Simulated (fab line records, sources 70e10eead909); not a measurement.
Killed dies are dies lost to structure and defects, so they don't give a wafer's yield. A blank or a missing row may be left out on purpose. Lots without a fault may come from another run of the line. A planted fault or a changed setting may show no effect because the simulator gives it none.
Which tool did it? | flow nand_harc | 23 lots, 69 wafers sampled, at 6 steps of a route of 1159

WHAT THE GAUGES READ, wafer by wafer
The record holds no reading of a measuring or inspecting step that can be judged against a usual standard deviation.

WHICH TOOL RAN EACH LOT (tool, then ch and the chambers of the sampled wafers, then the start)
lot  | NHARC_A_STAIRCASE_ETCH_170                    | NHARC_A_STAIRCASE_ETCH_25                     | NHARC_A_STAIRCASE_ETCH_197                    | NHARC_A_STAIRCASE_TRIM_222                    | NHARC_A_STAIRCASE_TRIM_229         | NHARC_A_STAIRCASE_STRIP_295
L075 | rie_diel-09 ch 0,1,3, day 11 02:40 or earlier | rie_diel-08 ch 0,2,3, day 11 02:40 or earlier | rie_diel-09 ch 0,2,3, day 11 02:40 or earlier | rie_diel-11 ch 0,1,2, day 11 02:40 or earlier | rie_diel-09 ch 0,1,2, day 11 02:40 | rie_diel-11 ch 1,2,3, no start
L074 | rie_diel-08 ch 0,1,3, day 11 08:53 or earlier | rie_diel-11 ch 0,2,3, day 11 08:53 or earlier | rie_diel-08 ch 0,2,3, day 11 08:53 or earlier | rie_diel-11 ch 0,1,3, day 11 08:53 or earlier | rie_diel-08 ch 0,1,3, day 11 08:53 | rie_diel-08 ch 0,1,2, no start
L076 | rie_diel-11 ch 2,3, day 11 15:48 or earlier   | rie_diel-09 ch 0,1,2, day 11 15:48 or earlier | rie_diel-11 ch 0,1,2, day 11 15:48 or earlier | rie_diel-08 ch 1,2, day 11 15:48 or earlier   | rie_diel-08 ch 0,3, day 11 15:48   | rie_diel-09 ch 0,1, no start
L077 | rie_diel-08 ch 1,2,3, day 11 16:38 or earlier | rie_diel-09 ch 0,1,3, day 11 16:38 or earlier | rie_diel-09 ch 0,3, day 11 16:38 or earlier   | rie_diel-11 ch 0,2,3, day 11 16:38 or earlier | rie_diel-11 ch 0,2,3, day 11 16:38 | rie_diel-08 ch 1,2,3, no start
L078 | rie_diel-11 ch 1,2,3, day 11 23:32 or earlier | rie_diel-11 ch 0,2,3, day 11 23:32 or earlier | rie_diel-11 ch 0,3, day 11 23:32 or earlier   | rie_diel-08 ch 0,1, day 11 23:32 or earlier   | rie_diel-09 ch 0,1,3, day 11 23:32 | rie_diel-08 ch 0,1,3, no start
L079 | rie_diel-08 ch 0,1,2, day 12 10:48 or earlier | rie_diel-08 ch 0,1,2, day 12 10:48 or earlier | rie_diel-08 ch 1,2,3, day 12 10:48 or earlier | rie_diel-11 ch 0,2,3, day 12 10:48 or earlier | rie_diel-11 ch 0,1,3, day 12 10:48 | rie_diel-08 ch 0,1,3, no start
L081 | rie_diel-11 ch 0,1,3, day 12 19:24 or earlier | rie_diel-09 ch 0,2,3, day 12 19:24 or earlier | rie_diel-08 ch 0,1,2, day 12 19:24 or earlier | rie_diel-09 ch 1,2,3, day 12 19:24 or earlier | rie_diel-08 ch 0,1,2, day 12 19:24 | rie_diel-11 ch 0,1,2, no start
L080 | rie_diel-11 ch 0,1,3, day 12 20:07 or earlier | rie_diel-08 ch 1,2,3, day 12 20:07 or earlier | rie_diel-09 ch 0,2,3, day 12 20:07 or earlier | rie_diel-11 ch 0,2,3, day 12 20:07 or earlier | rie_diel-09 ch 0,1,2, day 12 20:07 | rie_diel-11 ch 0,1,3, no start
L082 | rie_diel-08 ch 0,1,3, day 13 04:20 or earlier | rie_diel-09 ch 0,1,3, day 13 04:20 or earlier | rie_diel-09 ch 0,1,2, day 13 04:20 or earlier | rie_diel-09 ch 1,2,3, day 13 04:20 or earlier | rie_diel-08 ch 0,2,3, day 13 04:20 | rie_diel-11 ch 0,2,3, day 13 14:37
L083 | rie_diel-08 ch 1,2,3, day 13 09:29 or earlier | rie_diel-09 ch 0,2,3, day 13 09:29 or earlier | rie_diel-09 ch 1,2,3, day 13 09:29 or earlier | rie_diel-09 ch 0,2,3, day 13 09:29 or earlier | rie_diel-09 ch 1,2,3, day 13 09:29 | rie_diel-09 ch 0,2,3, no start
L084 | rie_diel-09 ch 0,1,2, day 13 17:46 or earlier | rie_diel-11 ch 0,1,2, day 13 17:46 or earlier | rie_diel-09 ch 0,2,3, day 13 17:46 or earlier | rie_diel-09 ch 1,3, day 13 17:46 or earlier   | rie_diel-09 ch 0,2,3, day 13 17:46 | rie_diel-11 ch 1,3, no start
L085 | rie_diel-09 ch 0,1,3, day 14 11:13 or earlier | rie_diel-09 ch 1,2, day 14 11:13 or earlier   | rie_diel-09 ch 1,2, day 14 11:13 or earlier   | rie_diel-09 ch 0,2,3, day 14 11:13 or earlier | rie_diel-09 ch 2,3, day 14 11:13   | rie_diel-08 ch 0,2,3, no start
L086 | rie_diel-11 ch 1,2,3, day 14 13:00 or earlier | rie_diel-11 ch 1,2, day 14 13:00 or earlier   | rie_diel-11 ch 0,3, day 14 13:00 or earlier   | rie_diel-08 ch 0,1,3, day 14 13:00 or earlier | rie_diel-09 ch 1,2,3, day 14 13:00 | rie_diel-09 ch 0,1,3, no start
L087 | rie_diel-09 ch 1,2,3, day 14 11:01 or earlier | rie_diel-09 ch 1,2,3, day 14 11:01 or earlier | rie_diel-09 ch 0,2,3, day 14 11:01 or earlier | rie_diel-08 ch 0,1,2, day 14 11:01 or earlier | rie_diel-11 ch 1,2,3, day 14 11:01 | rie_diel-11 ch 0,2,3, no start
L088 | rie_diel-08 ch 0,1, day 14 12:55 or earlier   | rie_diel-09 ch 0,2, day 14 12:55 or earlier   | rie_diel-09 ch 2,3, day 14 12:55 or earlier   | rie_diel-11 ch 0,2,3, day 14 12:55 or earlier | rie_diel-08 ch 0,2,3, day 14 12:55 | rie_diel-11 ch 1,3, no start
L089 | rie_diel-09 ch 0,2,3, day 14 17:29 or earlier | rie_diel-09 ch 0,2,3, day 14 17:29 or earlier | rie_diel-09 ch 0,3, day 14 17:29 or earlier   | rie_diel-08 ch 0,2,3, day 14 17:29 or earlier | rie_diel-08 ch 0,2,3, day 14 17:29 | rie_diel-08 ch 0,1,2, no start
L090 | rie_diel-08 ch 1,2, day 14 18:34 or earlier   | rie_diel-11 ch 0,3, day 14 18:34 or earlier   | rie_diel-11 ch 0,1,2, day 14 18:34 or earlier | rie_diel-09 ch 0,1, day 14 18:34 or earlier   | rie_diel-09 ch 0,1, day 14 18:34   | rie_diel-08 ch 1,2,3, no start
L092 | rie_diel-09 ch 0,1,3, day 15 14:48 or earlier | rie_diel-08 ch 0,2, day 15 14:48 or earlier   | rie_diel-08 ch 1,2, day 15 14:48              | rie_diel-09 ch 0,3, day 15 18:34 or earlier   | rie_diel-08 ch 0,2,3, day 15 18:34 | rie_diel-08 ch 1,2, no start
L091 | rie_diel-09 ch 0,1,3, day 15 20:14 or earlier | rie_diel-09 ch 0,1,3, day 15 20:14 or earlier | rie_diel-11 ch 0,1,2, day 15 20:14 or earlier | rie_diel-09 ch 0,3, day 15 20:14 or earlier   | rie_diel-08 ch 0,2, day 15 20:14   | rie_diel-08 ch 0,1,3, no start
L094 | rie_diel-09 ch 0,1,3, day 16 00:25 or earlier | rie_diel-08 ch 0,2,3, day 16 00:25 or earlier | rie_diel-09 ch 0,1,3, day 16 00:25 or earlier | rie_diel-11 ch 0,3, day 16 00:25 or earlier   | rie_diel-09 ch 0,1,3, day 16 00:25 | rie_diel-09 ch 0,1, no start
L095 | rie_diel-11 ch 0,1,2, day 16 10:40 or earlier | rie_diel-11 ch 1,2, day 16 10:40 or earlier   | rie_diel-09 ch 1,3, day 16 10:40 or earlier   | rie_diel-08 ch 0,2, day 16 10:40 or earlier   | rie_diel-09 ch 0,1,2, day 16 10:40 | rie_diel-09 ch 0,1,3, no start
L096 | rie_diel-08 ch 0,1,3, day 16 08:23 or earlier | rie_diel-11 ch 1,2,3, day 16 08:23 or earlier | rie_diel-08 ch 1,2,3, day 16 08:23 or earlier | rie_diel-09 ch 1,2,3, day 16 08:23 or earlier | rie_diel-09 ch 0,2,3, day 16 08:23 | rie_diel-08 ch 0,1,3, no start
L097 | rie_diel-09 ch 0,1,2, day 16 13:44 or earlier | rie_diel-11 ch 1,2,3, day 16 13:44 or earlier | rie_diel-09 ch 0,1,3, day 16 13:44 or earlier | rie_diel-08 ch 0,1,3, day 16 13:44 or earlier | rie_diel-09 ch 0,1,3, day 16 13:44 | rie_diel-11 ch 0,1,2, no start
- NHARC_A_STAIRCASE_ETCH_170: etches the open film in C4F6/O2, target depth 200 nm, time 66.667 s.
- NHARC_A_STAIRCASE_ETCH_25: etches the open film in C4F8/O2, target depth 100 nm, time 40.5 s.
- NHARC_A_STAIRCASE_ETCH_197: etches the open film in C4F8/O2, target depth 100 nm, time 40.5 s.
- NHARC_A_STAIRCASE_TRIM_222: chemistry O2, time 211.2 s.
- NHARC_A_STAIRCASE_TRIM_229: chemistry O2, time 211.2 s.
- NHARC_A_STAIRCASE_STRIP_295: strips in O2.

WHAT THE TOOLS THEMSELVES READ (means of the sampled wafers that have a number; where no wafer has one, the mark that the record gives instead)
NHARC_A_STAIRCASE_ETCH_170. Usual: drypump_motor_current_A 5.6 A, standard deviation 0.5; oes_product_au 0.970 a.u., standard deviation 0.014; rf_vpp_V 547 V, standard deviation 3.5; showerhead_plenum_p_Torr 3.94 Torr, standard deviation 0.17; throttle_valve_pct 26.902 %, standard deviation 0.0094.
lot  | tool        | drypump_motor_current_A (A) | oes_product_au (a.u.) | rf_vpp_V (V) | showerhead_plenum_p_Torr (Torr) | throttle_valve_pct (%) | flag
L075 | rie_diel-09 | 5.2                         | 0.965                 | 545          | 3.83                            | 26.898                 |
L074 | rie_diel-08 | 5.8                         | 0.979                 | 546          | 3.86                            | 26.900                 |
L076 | rie_diel-11 | 6.1                         | 0.968                 | 546          | 3.84                            | 26.909                 |
L077 | rie_diel-08 | 5.5                         | 0.970                 | 546          | 3.90                            | 26.908                 |
L078 | rie_diel-11 | 6.2                         | 0.981                 | 547          | 3.89                            | 26.904                 |
L079 | rie_diel-08 | 5.7                         | 0.966                 | 549          | 3.99                            | 26.896                 |
L081 | rie_diel-11 | 6.2                         | 0.983                 | 547          | 3.93                            | 26.897                 |
L080 | rie_diel-11 | 6.2                         | 0.986                 | 547          | 3.93                            | 26.903                 |
L082 | rie_diel-08 | 5.7                         | 0.946                 | 545          | 3.85                            | 26.894                 |
L083 | rie_diel-08 | 5.5                         | 0.943                 | 546          | 3.89                            | 26.904                 |
L084 | rie_diel-09 | 5.0                         | 0.977                 | 546          | 3.90                            | 26.892                 |
L085 | rie_diel-09 | 5.2                         | 0.982                 | 548          | 4.00                            | 26.904                 |
L086 | rie_diel-11 | 6.2                         | 0.989                 | 545          | 3.88                            | 26.912                 |
L087 | rie_diel-09 | 5.1                         | 0.969                 | 549          | 3.99                            | 26.893                 |
L088 | rie_diel-08 | 5.8                         | 0.969                 | 545          | 3.81                            | 26.892                 |
L089 | rie_diel-09 | 5.2                         | 0.962                 | 550          | 4.00                            | 26.909                 |
L090 | rie_diel-08 | 5.5                         | 0.964                 | 545          | 3.85                            | 26.903                 |
L092 | rie_diel-09 | 5.1                         | 0.966                 | 549          | 3.99                            | 26.897                 |
L091 | rie_diel-09 | 5.2                         | 0.975                 | 548          | 3.99                            | 26.898                 |
L094 | rie_diel-09 | 5.2                         | 0.968                 | 549          | 3.99                            | 26.903                 |
L095 | rie_diel-11 | 6.0                         | 0.952                 | 548          | 3.98                            | 26.892                 |
L096 | rie_diel-08 | 5.8                         | 0.974                 | 546          | 3.84                            | 26.913                 |
L097 | rie_diel-09 | 4.9                         | 0.976                 | 546          | 3.88                            | 26.900                 |

NHARC_A_STAIRCASE_ETCH_25. Usual: oes_product_au 0.939 a.u., standard deviation 0.0093; rf_vpp_V 897 V, standard deviation 5.3.
lot  | tool        | oes_product_au (a.u.) | rf_vpp_V (V) | flag
L075 | rie_diel-08 | 0.930                 | 899          |
L074 | rie_diel-11 | 0.944                 | 895          |
L076 | rie_diel-09 | 0.939                 | 896          |
L077 | rie_diel-09 | 0.934                 | 892          |
L078 | rie_diel-11 | 0.954                 | 894          |
L079 | rie_diel-08 | 0.934                 | 899          |
L081 | rie_diel-09 | 0.945                 | 899          |
L080 | rie_diel-08 | 0.939                 | 895          |
L082 | rie_diel-09 | 0.942                 | 899          |
L083 | rie_diel-09 | 0.933                 | 898          |
L084 | rie_diel-11 | 0.947                 | 899          |
L085 | rie_diel-09 | 0.941                 | 894          |
L086 | rie_diel-11 | 0.933                 | 897          |
L087 | rie_diel-09 | 0.934                 | 898          |
L088 | rie_diel-09 | 0.951                 | 895          |
L089 | rie_diel-09 | 0.937                 | 899          |
L090 | rie_diel-11 | 0.933                 | 895          |
L092 | rie_diel-08 | 0.922                 | 901          |
L091 | rie_diel-09 | 0.930                 | 899          |
L094 | rie_diel-08 | 0.944                 | 898          |
L095 | rie_diel-11 | 0.935                 | 897          |
L096 | rie_diel-11 | 0.930                 | 894          |
L097 | rie_diel-11 | 0.947                 | 894          |

NHARC_A_STAIRCASE_ETCH_197. Usual: oes_product_au 0.941 a.u., standard deviation 0.014; rf_vpp_V 897 V, standard deviation 5.4.
lot  | tool        | oes_product_au (a.u.) | rf_vpp_V (V) | flag
L075 | rie_diel-09 | 0.944                 | 893          |
L074 | rie_diel-08 | 0.953                 | 900          |
L076 | rie_diel-11 | 0.921                 | 899          |
L077 | rie_diel-09 | 0.972                 | 890          |
L078 | rie_diel-11 | 0.939                 | 895          |
L079 | rie_diel-08 | 0.939                 | 895          |
L081 | rie_diel-08 | 0.926                 | 898          |
L080 | rie_diel-09 | 0.936                 | 899          |
L082 | rie_diel-09 | 0.944                 | 894          |
L083 | rie_diel-09 | 0.941                 | 898          |
L084 | rie_diel-09 | 0.943                 | 899          |
L085 | rie_diel-09 | 0.950                 | 894          |
L086 | rie_diel-11 | 0.939                 | 896          |
L087 | rie_diel-09 | 0.940                 | 898          |
L088 | rie_diel-09 | 0.942                 | 901          |
L089 | rie_diel-09 | 0.931                 | 899          |
L090 | rie_diel-11 | 0.946                 | 898          |
L092 | rie_diel-08 | 0.962                 | 898          |
L091 | rie_diel-11 | 0.941                 | 898          |
L094 | rie_diel-09 | 0.959                 | 899          |
L095 | rie_diel-09 | 0.921                 | 897          |
L096 | rie_diel-08 | 0.923                 | 895          |
L097 | rie_diel-09 | 0.941                 | 897          |

NHARC_A_STAIRCASE_TRIM_222. Usual: drypump_motor_current_A 5.6 A, standard deviation 0.51; oes_product_au 0.999 a.u., standard deviation 0.007; rf_vpp_V 57.8 V, standard deviation 0.96; showerhead_plenum_p_Torr 3.55 Torr, standard deviation 0.16; throttle_valve_pct 17.037 %, standard deviation 0.01.
lot  | tool        | drypump_motor_current_A (A) | oes_product_au (a.u.) | rf_vpp_V (V) | showerhead_plenum_p_Torr (Torr) | throttle_valve_pct (%) | flag
L075 | rie_diel-11 | 6.0                         | 0.992                 | 57.8         | 3.60                            | 17.038                 |
L074 | rie_diel-11 | 6.2                         | 1.003                 | 57.2         | 3.53                            | 17.038                 |
L076 | rie_diel-08 | 5.4                         | 0.999                 | 57.9         | 3.63                            | 17.034                 |
L077 | rie_diel-11 | 6.1                         | 0.996                 | 57.4         | 3.48                            | 17.038                 |
L078 | rie_diel-08 | 6.0                         | 1.001                 | 58.5         | 3.55                            | 17.033                 |
L079 | rie_diel-11 | 6.1                         | 1.000                 | 57.5         | 3.48                            | 17.045                 |
L081 | rie_diel-09 | 5.1                         | 0.997                 | 58.5         | 3.60                            | 17.046                 |
L080 | rie_diel-11 | 6.1                         | 0.995                 | 56.7         | 3.48                            | 17.035                 |
L082 | rie_diel-09 | 5.1                         | 1.001                 | 57.7         | 3.60                            | 17.034                 |
L083 | rie_diel-09 | 5.1                         | 1.000                 | 58.0         | 3.61                            | 17.036                 |
L084 | rie_diel-09 | 5.1                         | 1.006                 | 58.6         | 3.59                            | 17.043                 |
L085 | rie_diel-09 | 5.2                         | 0.990                 | 57.9         | 3.60                            | 17.033                 |
L086 | rie_diel-08 | 5.8                         | 0.998                 | 57.4         | 3.46                            | 17.027                 |
L087 | rie_diel-08 | 5.7                         | 0.996                 | 58.1         | 3.58                            | 17.040                 |
L088 | rie_diel-11 | 6.1                         | 0.997                 | 57.5         | 3.47                            | 17.028                 |
L089 | rie_diel-08 | 5.7                         | 0.999                 | 58.3         | 3.61                            | 17.030                 |
L090 | rie_diel-09 | 5.0                         | 0.998                 | 58.3         | 3.49                            | 17.040                 |
L092 | rie_diel-09 | 5.2                         | 0.993                 | 57.3         | 3.60                            | 17.036                 |
L091 | rie_diel-09 | 5.2                         | 0.997                 | 58.5         | 3.60                            | 17.036                 |
L094 | rie_diel-11 | 6.3                         | 1.004                 | 57.7         | 3.40                            | 17.036                 |
L095 | rie_diel-08 | 5.9                         | 1.003                 | 58.5         | 3.68                            | 17.035                 |
L096 | rie_diel-09 | 5.1                         | 0.999                 | 57.5         | 3.58                            | 17.037                 |
L097 | rie_diel-08 | 5.8                         | 1.003                 | 57.8         | 3.45                            | 17.047                 |

NHARC_A_STAIRCASE_TRIM_229. Usual: drypump_motor_current_A 5.4 A, standard deviation 0.47; oes_product_au 0.998 a.u., standard deviation 0.0071; rf_vpp_V 57.9 V, standard deviation 0.85; showerhead_plenum_p_Torr 3.55 Torr, standard deviation 0.15; throttle_valve_pct 17.036 %, standard deviation 0.0092.
lot  | tool        | drypump_motor_current_A (A) | oes_product_au (a.u.) | rf_vpp_V (V) | showerhead_plenum_p_Torr (Torr) | throttle_valve_pct (%) | flag
L075 | rie_diel-09 | 5.0                         | 1.000                 | 58.3         | 3.51                            | 17.039                 |
L074 | rie_diel-08 | 5.8                         | 0.999                 | 57.7         | 3.47                            | 17.037                 |
L076 | rie_diel-08 | 5.9                         | 0.999                 | 57.8         | 3.58                            | 17.034                 |
L077 | rie_diel-11 | 6.1                         | 0.998                 | 58.1         | 3.48                            | 17.039                 |
L078 | rie_diel-09 | 5.2                         | 0.988                 | 58.9         | 3.61                            | 17.028                 |
L079 | rie_diel-11 | 6.2                         | 0.999                 | 58.0         | 3.53                            | 17.032                 |
L081 | rie_diel-08 | 5.7                         | 1.000                 | 57.4         | 3.58                            | 17.029                 |
L080 | rie_diel-09 | 5.0                         | 0.998                 | 58.0         | 3.51                            | 17.040                 |
L082 | rie_diel-08 | 5.6                         | 1.002                 | 58.6         | 3.61                            | 17.049                 |
L083 | rie_diel-09 | 5.1                         | 1.003                 | 58.9         | 3.59                            | 17.040                 |
L084 | rie_diel-09 | 5.2                         | 1.000                 | 58.2         | 3.60                            | 17.021                 |
L085 | rie_diel-09 | 5.1                         | 1.002                 | 57.9         | 3.59                            | 17.042                 |
L086 | rie_diel-09 | 5.1                         | 1.002                 | 58.2         | 3.59                            | 17.037                 |
L087 | rie_diel-11 | 6.2                         | 0.987                 | 57.0         | 3.49                            | 17.037                 |
L088 | rie_diel-08 | 5.6                         | 0.996                 | 58.6         | 3.61                            | 17.032                 |
L089 | rie_diel-08 | 5.7                         | 0.998                 | 58.2         | 3.61                            | 17.038                 |
L090 | rie_diel-09 | 5.0                         | 1.004                 | 58.1         | 3.49                            | 17.032                 |
L092 | rie_diel-08 | 5.7                         | 0.988                 | 58.2         | 3.60                            | 17.036                 |
L091 | rie_diel-08 | 5.9                         | 0.992                 | 58.5         | 3.68                            | 17.035                 |
L094 | rie_diel-09 | 5.2                         | 1.001                 | 57.8         | 3.59                            | 17.037                 |
L095 | rie_diel-09 | 4.9                         | 0.996                 | 57.7         | 3.49                            | 17.039                 |
L096 | rie_diel-09 | 5.2                         | 0.999                 | 58.2         | 3.59                            | 17.032                 |
L097 | rie_diel-09 | 5.1                         | 1.008                 | 57.0         | 3.59                            | 17.036                 |

NHARC_A_STAIRCASE_STRIP_295. Usual: drypump_motor_current_A 5.7 A, standard deviation 0.48; oes_product_au 0.998 a.u., standard deviation 0.0062; rf_vpp_V 57.8 V, standard deviation 0.88; showerhead_plenum_p_Torr 3.53 Torr, standard deviation 0.16; throttle_valve_pct 17.038 %, standard deviation 0.0085.
lot  | tool        | drypump_motor_current_A (A) | oes_product_au (a.u.) | rf_vpp_V (V) | showerhead_plenum_p_Torr (Torr) | throttle_valve_pct (%) | flag
L075 | rie_diel-11 | 6.2                         | 1.004                 | 58.0         | 3.50                            | 17.035                 |
L074 | rie_diel-08 | 5.7                         | 0.997                 | 57.6         | 3.59                            | 17.032                 |
L076 | rie_diel-09 | 5.0                         | 0.995                 | 57.8         | 3.52                            | 17.034                 |
L077 | rie_diel-08 | 5.4                         | 1.006                 | 57.6         | 3.51                            | 17.044                 |
L078 | rie_diel-08 | 5.8                         | 0.997                 | 57.5         | 3.47                            | 17.043                 |
L079 | rie_diel-08 | 5.8                         | 0.998                 | 58.2         | 3.46                            | 17.029                 |
L081 | rie_diel-11 | 6.0                         | 0.996                 | 57.7         | 3.59                            | 17.033                 |
L080 | rie_diel-11 | 6.2                         | 0.998                 | 57.8         | 3.53                            | 17.036                 |
L082 | rie_diel-11 | 6.1                         | 0.996                 | 57.4         | 3.47                            | 17.038                 |
L083 | rie_diel-09 | 5.2                         | 0.994                 | 58.7         | 3.60                            | 17.039                 |
L084 | rie_diel-11 | 6.4                         | 0.999                 | 57.1         | 3.42                            | 17.040                 |
L085 | rie_diel-08 | 5.7                         | 1.004                 | 57.8         | 3.61                            | 17.044                 |
L086 | rie_diel-09 | 5.2                         | 1.003                 | 57.9         | 3.60                            | 17.033                 |
L087 | rie_diel-11 | 6.1                         | 0.994                 | 57.7         | 3.47                            | 17.036                 |
L088 | rie_diel-11 | 6.4                         | 1.000                 | 56.2         | 3.42                            | 17.033                 |
L089 | rie_diel-08 | 5.7                         | 0.997                 | 57.4         | 3.57                            | 17.041                 |
L090 | rie_diel-08 | 5.5                         | 0.993                 | 57.7         | 3.49                            | 17.031                 |
L092 | rie_diel-08 | 5.5                         | 0.991                 | 57.7         | 3.45                            | 17.040                 |
L091 | rie_diel-08 | 5.8                         | 0.993                 | 58.1         | 3.45                            | 17.041                 |
L094 | rie_diel-09 | 4.9                         | 1.006                 | 57.3         | 3.48                            | 17.036                 |
L095 | rie_diel-09 | 5.2                         | 1.000                 | 58.0         | 3.59                            | 17.036                 |
L096 | rie_diel-08 | 5.8                         | 1.003                 | 57.3         | 3.45                            | 17.039                 |
L097 | rie_diel-11 | 6.0                         | 1.000                 | 58.1         | 3.57                            | 17.038                 |

THE ANSWER, worked out from the rows above alone
Rule: a lot is off if the mean of its wafers that have a number lies more than 3 standard deviations from the usual mean. A lot without any number at a reading at which 4 lots or more have one is off too. The other lots that the step has rows for count as sound. The gauges are gone through in route order, then the tools' own readings, and for those a lot's mean is taken as printed above. The first step at which some lot is off is used, and at that step the reading that is off furthest; a lot without a number counts as furthest.
No lot is off at any reading shown: from this, nothing can be told.

WHAT THE SIMULATOR HAD PUT IN
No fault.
